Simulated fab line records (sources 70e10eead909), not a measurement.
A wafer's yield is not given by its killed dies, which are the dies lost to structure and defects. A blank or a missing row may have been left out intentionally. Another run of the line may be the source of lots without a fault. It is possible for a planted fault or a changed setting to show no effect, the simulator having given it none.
fab line records	flow nandHarc
record lots=24	wafers=72	lastDay=25
route steps=1159 shown P_CONTACT@219 P_M1@312 P_M2@344 P_BONDPAD@352
lots that met no fault: taken from a fault-free run of the same line
startH: hours from the record's first day to the start of the lot's first wafer shown	waitH: hours from the lot's prior step to this one	" the same as in the row above	L1.1+2: one row covering several wafers at once	- value missing, or start not given	* or withheld: withheld	< > ~ a bound
route shown NAME@n: a module of which the file shows steps, and the number in the route of the first	usual: mean/standard deviation of fault-free wafers	same: alike in all rows	chamber/n: place in a boat	sites: readings site by site	_std_site: standard deviation across them	_edge_site: the outer-site mean with the inner-site mean subtracted	radiusMm: for every site, how far away it sits from the centre of the wafer	mask NAME#n: copy n	behind: the most recent tool/chamber to have shaped the wafer	hold: why the lot was held/for how many hours/how that ended	device: names the non-switching transistor (n, p or np)	end of line: at the end of the route, the tests of the same wafers	a step with no rows: only its recipe	killed: dies that structure and defects cost at the first sort, which is not the same as the wafer's yield	map: shows each die of a wafer: x if killed, . if not, _ if none is there
set.NAME: setting as actually run; set.NAME@STEP: the setting as run at that earlier step	model.NAME: the simulator's own value behind a step, which no gauge read
steps of the route over a sample of lots; a table a step, a row a wafer
services: from which hour (startH, from the record's first day; less than 0 if before it) a tool's chamber was out of use, for how many hours, and why
## steps
# step NHARC_P_CONTACT_CMP_01
# recipe targetThkNm=200	material=SiO2
# usual motorCurrentA=12.3/1.5
lot.wafer	tool	chamber	startH	waitH	motorCurrentA
L075.3	cmp-03	0	111.99	-	13.4
L075.2	"	3	"	"	12.5
L075.6	"	1	"	"	12.0
L074.1	cmp-01	1	112.33	-	11.4
L074.3	"	2	"	"	12.9
L074.6	"	0	"	"	9.4
L076.4	cmp-03	2	124.51	-	15.2
L076.1	"	3	"	"	12.6
L076.5	"	1	"	"	13.1
L077.1	cmp-01	1	125.17	-	11.9
L077.5	"	3	"	"	13.1
L077.6	"	0	"	"	10.3
L078.4	cmp-01	3	132.74	0.4	12.4
L078.1	"	1	"	"	12.2
L078.6	"	3	"	"	12.9
L079.1	cmp-02	3	137.93	-	9.9
L079.4	"	0	"	"	12.7
L079.6	"	0	"	"	13.1
L080.4	cmp-02	3	147.08	0.5	9.7
L080.2	"	0	"	"	12.8
L080.6	"	2	"	"	13.9
L081.1	cmp-02	0	148.88	-	13.2
L081.4	"	2	"	"	13.6
L081.3	"	3	"	"	9.2
L082.2	cmp-02	0	156.66	-	13.1
L082.4	"	1	"	"	12.1
L082.1	"	2	"	"	13.7
L083.1	cmp-03	1	163.30	0.5	12.7
L083.3	"	3	"	"	12.7
L083.6	"	1	"	"	12.2
L084.3	cmp-01	1	171.38	0.4	11.6
L084.6	"	1	"	"	11.4
L084.5	"	2	"	"	12.5
L087.2	cmp-02	2	183.33	-	12.9
L087.1	"	0	"	"	13.2
L087.6	"	3	"	"	9.6
L085.4	cmp-02	3	184.87	0.4	8.8
L085.3	"	2	"	"	14.0
L085.5	"	3	"	"	9.3
L086.4	cmp-02	1	187.86	-	12.9
L086.1	"	3	"	"	9.3
L086.6	"	1	"	"	12.8
L088.3	cmp-01	2	191.76	-	13.2
L088.1	"	3	"	"	12.2
L088.5	"	3	"	"	11.9
L089.1	cmp-02	2	199.80	-	13.9
L089.2	"	3	"	"	9.8
L089.5	"	1	"	"	12.7
L090.1	cmp-01	2	204.70	-	12.4
L090.4	"	3	"	"	12.4
L090.2	"	0	"	"	9.7
L091.1	cmp-03	1	215.68	-	12.4
L091.4	"	2	"	"	14.4
L091.3	"	0	"	"	12.8
L092.1	cmp-01	2	217.32	-	13.0
L092.6	"	1	"	"	12.0
L092.5	"	2	"	"	12.7
L093.1	cmp-01	1	221.82	-	10.9
L093.3	"	3	"	"	12.6
L093.2	"	0	"	"	9.7
L094.4	cmp-03	2	227.61	-	14.2
L094.3	"	0	"	"	13.4
L094.6	"	2	"	"	14.9
L095.2	cmp-03	0	228.40	-	12.9
L095.1	"	1	"	"	13.0
L095.6	"	0	"	"	12.5
L096.2	cmp-03	1	244.40	-	12.5
L096.4	"	3	"	"	12.8
L096.5	"	0	"	"	13.5
L097.1	cmp-02	1	251.08	-	12.2
L097.3	"	2	"	"	13.9
L097.6	"	0	"	"	13.6
# step NHARC_P_M1_THK_MEAS_24
# recipe thkMeasGauge=xrf
# usual thkNm=157.3/1.6
lot.wafer	tool	chamber	startH	waitH	thkNm
L075.2	filmMetro-01	-	126.17	-	158.6
L075.3	"	-	"	"	160.1
L075.6	"	-	"	"	153.9
L074.1	filmMetro-02	-	126.65	-	156.4
L074.3	"	-	"	"	157.3
L074.6	"	-	"	"	157.0
L076.1	filmMetro-01	-	136.40	-	154.2
L076.4	"	-	"	"	156.4
L076.5	"	-	"	"	155.7
L077.1	filmMetro-02	-	137.38	-	159.4
L077.5	"	-	"	"	156.5
L077.6	"	-	"	"	158.3
L078.1	filmMetro-01	-	147.26	-	158.2
L078.4	"	-	"	"	160.1
L078.6	"	-	"	"	156.2
L079.1	filmMetro-02	-	153.28	-	155.3
L079.4	"	-	"	"	154.4
L079.6	"	-	"	"	157.2
L080.2	filmMetro-01	-	159.21	-	157.4
L080.4	"	-	"	"	159.2
L080.6	"	-	"	"	158.4
L081.1	filmMetro-01	-	162.43	-	156.6
L081.3	"	-	"	"	158.6
L081.4	"	-	"	"	155.6
L082.1	filmMetro-01	-	171.34	-	154.8
L082.2	"	-	"	"	156.7
L082.4	"	-	"	"	158.1
L083.1	filmMetro-01	-	175.05	-	158.5
L083.3	"	-	"	"	157.0
L083.6	"	-	"	"	160.9
L084.3	filmMetro-01	-	192.68	-	156.4
L084.5	"	-	"	"	157.7
L084.6	"	-	"	"	156.8
L087.1	filmMetro-01	-	196.10	-	157.9
L087.2	"	-	"	"	157.4
L087.6	"	-	"	"	157.4
L085.3	filmMetro-02	-	197.21	-	159.4
L085.4	"	-	"	"	157.5
L085.5	"	-	"	"	160.7
L086.1	filmMetro-02	-	203.08	-	156.5
L086.4	"	-	"	"	158.1
L086.6	"	-	"	"	159.5
L088.1	filmMetro-02	-	204.88	-	156.9
L088.3	"	-	"	"	157.9
L088.5	"	-	"	"	157.1
L089.1	filmMetro-02	-	211.92	-	157.5
L089.2	"	-	"	"	155.8
L089.5	"	-	"	"	157.1
L090.1	filmMetro-01	-	223.81	-	155.8
L090.2	"	-	"	"	156.7
L090.4	"	-	"	"	157.4
L091.1	filmMetro-02	-	227.67	-	157.8
L091.3	"	-	"	"	157.2
L091.4	"	-	"	"	158.9
L092.1	filmMetro-01	-	230.13	-	156.4
L092.5	"	-	"	"	154.9
L092.6	"	-	"	"	156.5
L093.1	filmMetro-02	-	233.66	-	160.0
L093.2	"	-	"	"	158.7
L093.3	"	-	"	"	159.6
L094.3	filmMetro-02	-	242.29	-	155.0
L094.4	"	-	"	"	155.9
L094.6	"	-	"	"	158.4
L095.1	filmMetro-01	-	242.77	-	158.2
L095.2	"	-	"	"	158.3
L095.6	"	-	"	"	155.7
L096.2	filmMetro-01	-	256.24	-	158.8
L096.4	"	-	"	"	154.9
L096.5	"	-	"	"	155.3
L097.1	filmMetro-01	-	266.16	-	158.7
L097.3	"	-	"	"	156.6
L097.6	"	-	"	"	155.3
# step NHARC_P_M2_CMP_23
# recipe tOverpolishS=20	targetThkNm=144.3
# usual motorCurrentA=12.9/1.4	timeToEndpointS=28.1/2.6
lot.wafer	tool	chamber	startH	waitH	motorCurrentA	timeToEndpointS
L075.3	cmp-01	1	130.06	-	11.6	27.4
L075.2	"	2	"	"	12.8	26.8
L075.6	"	1	"	"	11.6	27.7
L074.1	cmp-03	2	130.51	-	13.7	24.5
L074.3	"	3	"	"	13.0	28.1
L074.6	"	1	"	"	12.8	30.2
L076.4	cmp-03	1	140.43	-	12.1	33.1
L076.1	"	0	"	"	13.4	27.7
L076.5	"	1	"	"	12.3	33.7
L077.1	cmp-01	0	141.41	-	9.8	23.9
L077.6	"	0	"	"	9.1	24.2
L077.5	"	1	"	"	11.7	28.0
L078.4	cmp-03	3	151.14	-	12.5	29.6
L078.1	"	2	"	"	15.0	25.4
L078.6	"	0	"	"	13.3	28.3
L079.4	cmp-04	1	157.54	-	15.2	29.2
L079.1	"	3	"	"	12.9	33.7
L079.6	"	1	"	"	15.1	29.2
L080.2	cmp-01	3	163.23	-	12.8	26.3
L080.4	"	0	"	"	9.5	24.7
L080.6	"	2	"	"	13.4	28.1
L081.1	cmp-04	2	167.06	-	13.8	28.3
L081.4	"	3	"	"	13.6	28.9
L081.3	"	1	"	"	15.2	29.0
L082.2	cmp-01	2	175.59	-	12.6	30.0
L082.1	"	3	"	"	11.9	28.9
L082.4	"	0	"	"	9.2	28.5
L083.1	cmp-01	0	179.02	-	10.0	28.6
L083.3	"	3	"	"	12.9	28.6
L083.6	"	0	"	"	9.5	27.4
L084.3	cmp-03	3	196.64	-	12.5	33.3
L084.5	"	1	"	"	12.1	31.3
L084.6	"	2	"	"	14.1	28.4
L087.1	cmp-01	0	200.25	-	9.6	27.8
L087.2	"	1	"	"	11.8	31.1
L087.6	"	3	"	"	12.9	31.5
L085.3	cmp-04	3	201.85	-	13.0	33.6
L085.4	"	2	"	"	13.6	25.1
L085.5	"	0	"	"	13.2	26.9
L086.4	cmp-03	2	207.15	-	14.8	29.4
L086.1	"	0	"	"	13.5	28.2
L086.6	"	1	"	"	12.6	31.2
L088.3	cmp-04	2	208.83	-	13.5	28.7
L088.1	"	3	"	"	12.5	31.4
L088.5	"	1	"	"	14.6	29.1
L089.1	cmp-04	3	215.81	-	13.2	29.1
L089.2	"	0	"	"	13.2	26.2
L089.5	"	0	"	"	12.5	26.9
L090.4	cmp-04	2	227.74	-	14.2	30.5
L090.2	"	3	"	"	13.5	31.6
L090.1	"	0	"	"	12.9	24.7
L091.4	cmp-03	3	231.58	-	12.6	31.2
L091.1	"	1	"	"	12.2	31.4
L091.3	"	2	"	"	14.3	28.7
L092.1	cmp-04	2	234.02	-	13.9	24.8
L092.5	"	2	"	"	13.6	23.9
L092.6	"	3	"	"	13.0	29.1
L093.1	cmp-01	0	237.61	-	9.4	24.3
L093.3	"	1	"	"	10.8	25.7
L093.2	"	2	"	"	13.7	23.2
L094.3	cmp-04	1	246.34	-	14.5	24.1
L094.4	"	3	"	"	13.2	27.6
L094.6	"	0	"	"	13.0	24.5
L095.2	cmp-04	2	246.98	-	13.1	27.2
L095.1	"	1	"	"	14.6	25.2
L095.6	"	2	"	"	13.5	26.8
L096.2	cmp-04	1	260.21	-	15.2	29.0
L096.4	"	2	"	"	14.0	26.9
L096.5	"	1	"	"	15.6	27.2
L097.3	cmp-03	0	270.26	-	13.3	23.0
L097.1	"	3	"	"	13.0	27.2
L097.6	"	0	"	"	12.5	25.2
# step NHARC_P_BONDPAD_CMP_32
# recipe targetThkNm=200	material=SiCN
# usual motorCurrentA=12.3/1.4
lot.wafer	tool	chamber	startH	waitH	motorCurrentA
L075.2	cmp-03	2	131.61	0.4	14.0
L075.3	"	3	"	"	12.5
L075.6	"	3	"	"	12.6
L074.3	cmp-01	2	131.95	-	12.3
L074.1	"	3	"	"	11.8
L074.6	"	1	"	"	11.2
L076.4	cmp-03	2	142.05	-	14.1
L076.1	"	1	"	"	13.0
L076.5	"	3	"	"	12.6
L077.1	cmp-03	0	143.01	0.4	13.0
L077.6	"	3	"	"	12.5
L077.5	"	0	"	"	12.6
L078.4	cmp-02	3	152.72	0.3	9.6
L078.1	"	1	"	"	13.1
L078.6	"	0	"	"	13.0
L079.1	cmp-02	0	158.93	-	13.3
L079.4	"	3	"	"	9.4
L079.6	"	1	"	"	12.6
L080.2	cmp-01	2	165.06	-	12.7
L080.4	"	3	"	"	12.8
L080.6	"	1	"	"	11.8
L081.1	cmp-01	3	168.48	-	12.9
L081.3	"	0	"	"	9.5
L081.4	"	2	"	"	13.1
L082.2	cmp-02	0	177.20	0.4	12.7
L082.4	"	1	"	"	13.2
L082.1	"	3	"	"	9.7
L083.3	cmp-03	2	180.74	0.3	14.1
L083.1	"	0	"	"	13.0
L083.6	"	2	"	"	14.1
L084.3	cmp-03	0	198.62	-	13.0
L084.5	"	1	"	"	12.3
L084.6	"	2	"	"	15.2
L087.2	cmp-02	0	201.64	-	12.4
L087.1	"	1	"	"	12.8
L087.6	"	3	"	"	9.7
L085.3	cmp-01	1	203.35	-	11.3
L085.4	"	2	"	"	12.8
L085.5	"	3	"	"	12.6
L086.4	cmp-01	3	208.74	-	12.0
L086.1	"	2	"	"	13.4
L086.6	"	3	"	"	12.6
L088.1	cmp-01	2	210.20	-	13.3
L088.3	"	0	"	"	9.8
L088.5	"	2	"	"	13.0
L089.2	cmp-02	3	217.25	-	9.6
L089.1	"	2	"	"	14.0
L089.5	"	0	"	"	12.8
L090.1	cmp-01	2	229.17	-	12.4
L090.2	"	3	"	"	13.1
L090.4	"	0	"	"	9.4
L091.3	cmp-01	2	233.02	-	13.1
L091.4	"	0	"	"	9.6
L091.1	"	1	"	"	11.8
L092.1	cmp-03	2	235.97	-	14.7
L092.6	"	1	"	"	13.3
L092.5	"	2	"	"	14.4
L093.2	cmp-03	1	239.18	-	12.7
L093.1	"	3	"	"	12.6
L093.3	"	0	"	"	13.6
L094.3	cmp-01	1	247.77	-	11.6
L094.4	"	3	"	"	12.4
L094.6	"	0	"	"	9.6
L095.1	cmp-03	2	248.45	-	14.0
L095.2	"	0	"	"	12.6
L095.6	"	1	"	"	12.6
L096.2	cmp-03	1	261.64	-	12.0
L096.4	"	3	"	"	13.6
L096.5	"	2	"	"	14.1
L097.3	cmp-01	3	271.81	-	12.1
L097.1	"	1	"	"	11.7
L097.6	"	0	"	"	9.7
# step NHARC_P_BONDPAD_ETCH_37
# recipe targetDepthA=600	overetchA=180	timeS=65.91	ionEnergyEv=200	n2FlowSccm=150	h2FlowSccm=150	arFlowSccm=0	rfW=400	biasW=150	chemistry=N2/H2
# usual drypumpMotorCurrentA=5.9/0.37	oesProductAu=0.995/0.0092	rfVppV=430.1/2.9	showerheadPlenumPTorr=2.02/0.1	throttleValvePct=14.171/0.01
lot.wafer	tool	chamber	startH	waitH	drypumpMotorCurrentA	oesProductAu	rfHoursCounterH	rfVppV	showerheadPlenumPTorr	throttleValvePct
L075.2	rieDiel-13	3	132.73	0.1	5.4	0.989	6	426.8	1.91	14.178
L075.3	"	0	"	"	5.7	0.986	6	431.7	2.09	14.156
L075.6	"	3	"	"	5.4	1.004	-	426.1	1.91	14.179
L074.3	rieDiel-01	0	132.93	0.1	5.8	1.005	57	430.5	2.02	14.166
L074.1	"	3	"	"	6.0	0.992	61	431.8	2.07	14.168
L074.6	"	3	"	"	6.0	0.993	-	431.9	2.07	14.183
L076.1	rieDiel-13	2	143.07	0.1	6.5	1.003	12	427.0	1.89	14.166
L076.4	"	3	"	"	5.4	1.001	10	426.9	1.91	14.174
L076.5	"	1	"	"	5.3	0.996	-	427.8	1.95	14.177
L077.1	rieDiel-08	3	144.00	0.1	6.5	1.008	1	429.5	2.00	14.156
L077.6	"	0	"	"	5.4	1.010	-	432.7	2.20	14.179
L077.5	"	1	"	"	5.9	0.986	-	432.5	2.09	14.158
L078.1	rieDiel-13	1	153.72	0.1	5.3	1.002	15	428.8	1.95	14.176
L078.4	"	2	"	"	6.5	1.015	17	426.1	1.89	14.174
L078.6	"	3	"	"	5.5	0.986	-	426.2	1.91	14.170
L079.1	rieDiel-08	0	160.05	0.1	5.4	1.015	3	435.3	2.20	14.188
L079.4	"	1	"	"	5.9	0.995	3	431.3	2.09	14.169
L079.6	"	3	"	"	6.5	1.003	-	429.2	2.00	14.182
L080.2	rieDiel-08	2	166.06	0.1	5.9	0.973	4	428.1	1.90	14.157
L080.4	"	0	"	"	5.4	1.004	4	434.7	2.20	14.182
L080.6	"	2	"	"	5.9	0.983	-	427.8	1.90	14.174
L081.1	rieDiel-01	1	169.55	0.1	5.6	0.986	11	426.7	1.92	14.168
L081.4	"	2	"	"	5.8	0.995	11	428.8	1.94	14.181
L081.3	"	3	"	"	6.0	0.984	10	430.2	2.07	14.176
L082.1	rieDiel-08	2	178.18	0.1	5.9	0.980	5	428.0	1.90	14.171
L082.4	"	3	"	"	6.5	1.004	5	427.9	2.00	14.171
L082.2	"	1	"	"	6.0	0.983	4	432.1	2.09	14.151
L083.3	rieDiel-01	3	181.74	0.1	6.0	0.990	15	431.7	2.07	14.165
L083.1	"	0	"	"	5.8	0.978	15	430.7	2.02	14.167
L083.6	"	0	"	"	5.8	0.989	-	430.8	2.02	14.160
L084.3	rieDiel-08	0	199.69	0.1	5.4	1.003	6	435.7	2.19	14.165
L084.5	"	0	"	"	5.4	1.007	-	433.8	2.19	14.185
L084.6	"	1	"	"	5.9	0.981	-	431.8	2.09	14.155
L087.1	rieDiel-08	1	202.74	0.1	5.9	1.006	6	431.8	2.09	14.170
L087.2	"	2	"	"	6.0	0.995	7	426.9	1.90	14.160
L087.6	"	1	"	"	5.9	0.979	-	432.4	2.09	14.168
L085.4	rieDiel-08	3	204.43	0.1	6.5	0.996	7	429.8	2.00	14.184
L085.3	"	1	"	"	5.9	0.995	7	431.2	2.09	14.177
L085.5	"	2	"	"	5.9	0.993	-	426.1	1.90	14.191
L086.1	rieDiel-08	2	209.86	0.1	6.0	0.996	8	425.8	1.90	14.171
L086.4	"	3	"	"	6.5	0.996	7	428.5	2.00	14.167
L086.6	"	1	"	"	5.9	0.992	-	432.3	2.09	14.171
L088.1	rieDiel-08	3	211.34	0.1	6.5	0.997	8	429.5	2.00	14.175
L088.3	"	0	"	"	5.4	1.002	7	435.9	2.19	14.190
L088.5	"	2	"	"	5.9	0.989	-	426.0	1.90	14.188
L089.1	rieDiel-08	1	218.37	0.1	5.9	1.004	8	432.0	2.09	14.156
L089.2	"	2	"	"	5.9	0.995	8	426.5	1.90	14.173
L089.5	"	3	"	"	6.6	0.992	-	430.3	2.00	14.185
L090.1	rieDiel-01	2	230.26	0.1	5.7	1.008	26	429.7	1.93	14.175
L090.4	"	3	"	"	6.0	0.988	34	430.7	2.06	14.178
L090.2	"	1	"	"	5.5	0.990	32	426.6	1.92	14.168
L091.1	rieDiel-08	1	234.15	0.1	5.9	0.984	10	432.0	2.09	14.177
L091.3	"	3	"	"	6.6	0.985	10	428.3	1.99	14.174
L091.4	"	0	"	"	5.4	1.009	10	435.1	2.19	14.177
L092.1	rieDiel-08	2	237.06	0.1	6.0	0.993	11	426.7	1.90	14.172
L092.6	"	1	"	"	5.9	0.988	-	432.9	2.09	14.169
L092.5	"	2	"	"	5.9	0.996	-	427.8	1.90	14.164
L093.2	rieDiel-08	0	240.18	0.1	5.4	1.012	11	434.9	2.19	14.164
L093.1	"	1	"	"	5.9	0.984	11	431.5	2.09	14.163
L093.3	"	2	"	"	5.9	1.002	11	426.7	1.90	14.181
L094.3	rieDiel-08	3	248.87	0.1	6.5	0.983	12	428.6	1.99	14.179
L094.4	"	2	"	"	6.0	0.982	12	427.7	1.90	14.191
L094.6	"	0	"	"	5.4	0.997	-	434.3	2.19	14.175
L095.1	rieDiel-01	2	249.53	0.1	5.8	0.986	36	427.5	1.93	14.181
L095.2	"	1	"	"	5.6	0.993	42	426.8	1.91	14.176
L095.6	"	3	"	"	6.0	0.994	-	429.5	2.06	14.182
L096.2	rieDiel-08	2	262.76	0.1	5.9	0.993	13	426.8	1.90	14.172
L096.4	"	0	"	"	5.4	1.002	13	434.3	2.19	14.183
L096.5	"	3	"	"	6.5	0.990	-	430.6	1.99	14.149
L097.3	rieDiel-08	1	272.94	0.1	5.9	1.002	14	431.4	2.09	14.168
L097.1	"	3	"	"	6.5	1.001	14	427.9	1.99	14.160
L097.6	"	1	"	"	5.9	0.989	-	432.6	2.09	14.180
# step NHARC_P_BONDPAD_STRIP_15
# recipe o2FlowSccm=500	arFlowSccm=0	biasW=0	chemistry=O2
# usual drypumpMotorCurrentA=5.9/0.39	oesProductAu=0.995/0.0091	rfVppV=57.6/0.95	showerheadPlenumPTorr=3.48/0.16	throttleValvePct=17.037/0.009
lot.wafer	tool	chamber	startH	waitH	drypumpMotorCurrentA	oesProductAu	rfHoursCounterH	rfVppV	showerheadPlenumPTorr	throttleValvePct
L075.3	rieDiel-13	3	133.05	0.1	5.4	1.008	6	58.1	3.32	17.050
L075.2	"	1	"	"	5.4	0.996	5	58.9	3.39	17.041
L075.6	"	2	"	"	6.5	1.001	-	56.7	3.30	17.038
L074.3	rieDiel-13	3	133.28	0.1	5.4	0.986	7	57.4	3.32	17.059
L074.1	"	1	"	"	5.3	1.002	5	58.1	3.39	17.046
L074.6	"	3	"	"	5.4	0.996	-	56.8	3.32	17.036
L076.1	rieDiel-08	0	143.37	0.1	5.4	0.999	1	59.0	3.77	17.044
L076.4	"	2	"	"	6.0	0.977	1	57.7	3.31	17.029
L076.5	"	0	"	"	5.4	1.006	-	58.6	3.77	17.037
L077.1	rieDiel-08	2	144.28	0.1	6.0	0.990	1	57.0	3.31	17.039
L077.6	"	2	"	"	5.9	0.987	-	58.0	3.31	17.046
L077.5	"	3	"	"	6.5	0.998	-	56.0	3.46	17.033
L078.4	rieDiel-08	1	154.02	0.1	5.9	0.986	3	58.3	3.61	17.050
L078.1	"	3	"	"	6.5	0.998	3	59.3	3.46	17.035
L078.6	"	1	"	"	5.9	0.991	-	58.1	3.61	17.048
L079.1	rieDiel-08	2	160.36	0.1	6.0	0.980	3	57.3	3.31	17.018
L079.4	"	3	"	"	6.5	1.001	3	56.2	3.46	17.052
L079.6	"	1	"	"	5.9	0.999	-	58.0	3.61	17.046
L080.2	rieDiel-13	0	166.35	0.1	5.7	0.976	20	57.1	3.60	17.037
L080.4	"	1	"	"	5.4	1.012	20	57.1	3.38	17.031
L080.6	"	1	"	"	5.4	0.993	-	56.8	3.38	17.040
L081.3	rieDiel-01	3	169.88	0.1	6.0	0.987	10	59.2	3.57	17.042
L081.4	"	0	"	"	5.7	0.991	10	58.9	3.49	17.025
L081.1	"	1	"	"	5.6	1.002	11	58.4	3.34	17.033
L082.1	rieDiel-08	3	178.50	0.1	6.5	1.004	5	56.8	3.46	17.036
L082.2	"	0	"	"	5.4	1.007	5	57.8	3.77	17.054
L082.4	"	1	"	"	5.9	0.989	5	58.2	3.61	17.026
L083.1	rieDiel-08	0	182.11	0.1	5.4	1.000	5	58.3	3.77	17.034
L083.3	"	1	"	"	5.9	0.994	5	58.3	3.61	17.036
L083.6	"	3	"	"	6.5	0.998	-	57.6	3.46	17.042
L084.3	rieDiel-08	1	200.03	0.1	5.9	0.985	6	57.4	3.61	17.049
L084.5	"	3	"	"	6.5	1.005	-	57.7	3.46	17.048
L084.6	"	0	"	"	5.4	0.998	-	59.8	3.77	17.026
L087.2	rieDiel-08	3	203.08	0.1	6.5	1.002	7	56.5	3.46	17.052
L087.1	"	0	"	"	5.4	1.010	6	56.3	3.77	17.036
L087.6	"	2	"	"	6.0	0.992	-	56.7	3.31	17.035
L085.3	rieDiel-01	1	204.73	0.1	5.6	0.990	22	58.3	3.34	17.045
L085.4	"	3	"	"	6.0	0.975	22	56.4	3.57	17.049
L085.5	"	2	"	"	5.8	1.001	-	56.4	3.36	17.051
L086.1	rieDiel-13	0	210.20	0.1	5.6	0.981	35	57.9	3.59	17.044
L086.6	"	2	"	"	6.5	0.996	-	57.4	3.28	17.042
L086.4	"	3	"	"	5.4	1.003	-	57.7	3.31	17.052
L088.3	rieDiel-08	1	211.65	0.1	5.9	0.998	8	58.8	3.61	17.047
L088.1	"	3	"	"	6.5	1.001	8	57.6	3.46	17.026
L088.5	"	1	"	"	5.9	0.980	-	58.6	3.61	17.031
L089.2	rieDiel-08	3	218.68	0.1	6.5	0.997	8	57.7	3.46	17.040
L089.1	"	1	"	"	5.9	0.994	8	58.6	3.61	17.027
L089.5	"	3	"	"	6.5	1.003	-	56.6	3.46	17.019
L090.4	rieDiel-08	2	230.56	0.1	6.0	0.997	10	56.5	3.31	17.055
L090.2	"	0	"	"	5.4	1.011	10	59.1	3.77	17.026
L090.1	"	1	"	"	5.9	0.990	10	59.3	3.60	17.047
L091.3	rieDiel-13	3	234.51	0.1	5.4	0.995	44	59.1	3.30	17.040
L091.1	"	0	"	"	5.7	0.983	46	58.0	3.59	17.033
L091.4	"	2	"	"	6.6	1.010	48	57.6	3.28	17.037
L092.1	rieDiel-08	3	237.41	0.1	6.5	0.991	11	56.1	3.46	17.040
L092.6	"	0	"	"	5.4	1.002	-	57.5	3.77	17.025
L092.5	"	1	"	"	5.9	0.984	-	58.1	3.60	17.055
L093.1	rieDiel-08	0	240.50	0.1	5.4	0.983	11	58.6	3.77	17.040
L093.3	"	1	"	"	5.9	0.986	11	56.7	3.60	17.045
L093.2	"	3	"	"	6.5	0.983	11	58.3	3.46	17.040
L094.3	rieDiel-01	0	249.17	0.1	5.8	1.000	40	56.8	3.48	17.018
L094.4	"	2	"	"	5.8	1.004	35	56.7	3.35	17.034
L094.6	"	1	"	"	5.6	1.002	-	58.0	3.33	17.028
L095.2	rieDiel-01	1	249.84	0.1	5.6	0.987	42	58.1	3.33	17.036
L095.1	"	0	"	"	5.8	0.992	40	57.0	3.48	17.032
L095.6	"	1	"	"	5.6	0.991	-	57.6	3.33	17.039
L096.4	rieDiel-08	3	263.08	0.1	6.5	0.988	13	57.1	3.46	17.036
L096.2	"	0	"	"	5.4	0.995	13	57.5	3.77	17.031
L096.5	"	3	"	"	6.6	0.989	-	58.3	3.46	17.048
L097.3	rieDiel-08	0	273.27	0.1	5.4	0.999	14	57.6	3.77	17.047
L097.1	"	1	"	"	5.9	1.000	14	56.9	3.60	17.028
L097.6	"	2	"	"	6.0	0.990	-	57.7	3.31	17.038
## services
tool	chamber	startH	hours	kind
rieDiel-01	1	88.31	12.5	repair
cmp-04	-	97.87	0.3	repair
cmp-04	-	105.01	4.0	pm
cmp-01	-	115.06	0.9	repair
rieDiel-08	-	124.80	9.0	pm
cmp-02	-	132.77	4.0	pm
rieDiel-08	-	134.70	0.3	repair
cmp-03	-	137.70	0.5	repair
cmp-03	-	156.00	4.0	pm
cmp-03	-	164.23	0.9	repair
cmp-01	-	179.74	4.0	pm
cmp-04	-	182.09	0.2	repair
cmp-03	-	186.54	4.2	repair
cmp-04	-	198.40	1.2	repair
cmp-04	-	203.01	4.0	pm
cmp-03	-	205.01	1.2	repair
cmp-03	-	218.25	2.6	repair
cmp-04	-	222.23	3.9	repair
cmp-02	-	230.86	4.0	pm
cmp-04	-	234.78	1.7	repair
cmp-03	-	254.00	4.0	pm
cmp-01	-	258.10	5.2	repair
cmp-03	-	260.32	0.7	repair
cmp-03	-	272.47	0.9	repair
## key
fault none
